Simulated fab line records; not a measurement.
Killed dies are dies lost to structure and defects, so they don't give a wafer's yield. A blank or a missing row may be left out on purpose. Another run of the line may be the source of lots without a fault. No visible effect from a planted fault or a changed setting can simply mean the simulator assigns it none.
Chamber matching -- flow n5-finfet -- N5_MOL_CONTACT_COAG_DESCUM_88 on rie-diel-06: 4 sister chambers
The step chemistry O2, time 7 s. 16 wafers are shown with their chamber, then 8 later ones without.

## EACH WAFER AND ITS CHAMBER
wafer,chamber,throttle-valve-pct (%),showerhead-plenum-p-Torr (Torr),oes-product-au (a.u.)
L075.1,2,20.56,2.18,0.70
L075.4,0,20.40,2.16,0.76
L075.5,0,20.39,2.16,0.76
L076.3,1,20.52,2.19,0.71
L076.4,3,20.23,2.15,0.72
L076.5,1,20.52,2.19,0.71
L079.3,1,20.52,2.19,0.71
L079.4,3,20.22,2.15,0.72
L079.6,2,20.59,2.18,0.69
L083.1,1,20.52,2.19,0.71
L083.2,0,20.42,2.15,0.74
L083.6,3,20.26,2.14,0.71
L086.2,3,20.26,2.14,0.72
L086.3,1,20.55,2.19,0.70
L086.4,2,20.60,2.18,0.69
L087.3,0,20.43,2.15,0.74

SIGNATURES, as means of the wafers listed above
reading,chamber 0,chamber 1,chamber 2,chamber 3,scatter within a chamber
throttle-valve-pct,20.4100,20.5260,20.5833,20.2425,0.0179
showerhead-plenum-p-Torr,2.1550,2.1900,2.1800,2.1450,0.00408
oes-product-au,0.7500,0.7080,0.6933,0.7175,0.0072
Rule: for each reading, subtract the chamber's mean from the wafer's reading, divide by that reading's scatter and square the result; add these up over the readings and take the root, which gives the wafer's distance from the chamber. If the next closest chamber is less than 2 further off than the closest, the wafer can't be placed; otherwise it belongs to the closest. How the scatter is found: for the shown wafers, subtract from each reading the mean of its chamber, square and add these, divide the total by (wafers less chambers), then take the root.

## WAFERS WITH NO CHAMBER GIVEN
wafer,throttle-valve-pct (%),showerhead-plenum-p-Torr (Torr),oes-product-au (a.u.)
L087.4,20.59,2.17,0.68
L087.5,20.43,2.15,0.74
L090.1,20.44,2.15,0.72
L090.2,20.60,2.17,0.68
L090.6,20.55,2.18,0.69
L093.3,20.28,2.14,0.70
L093.5,20.47,2.15,0.73
L093.6,20.27,2.14,0.70

## EACH ONE'S CHAMBER
wafer,from the rows above,in truth
L087.4,2,2
L087.5,0,0
L090.1,0,0
L090.2,2,2
L090.6,can't be placed: 2 or 1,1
L093.3,3,3
L093.5,0,0
L093.6,3,3
Correct placement for 7 of the 8. Can't be placed from these rows: 1 (the true chamber is among the candidates in 1). Number placed wrongly: 0.
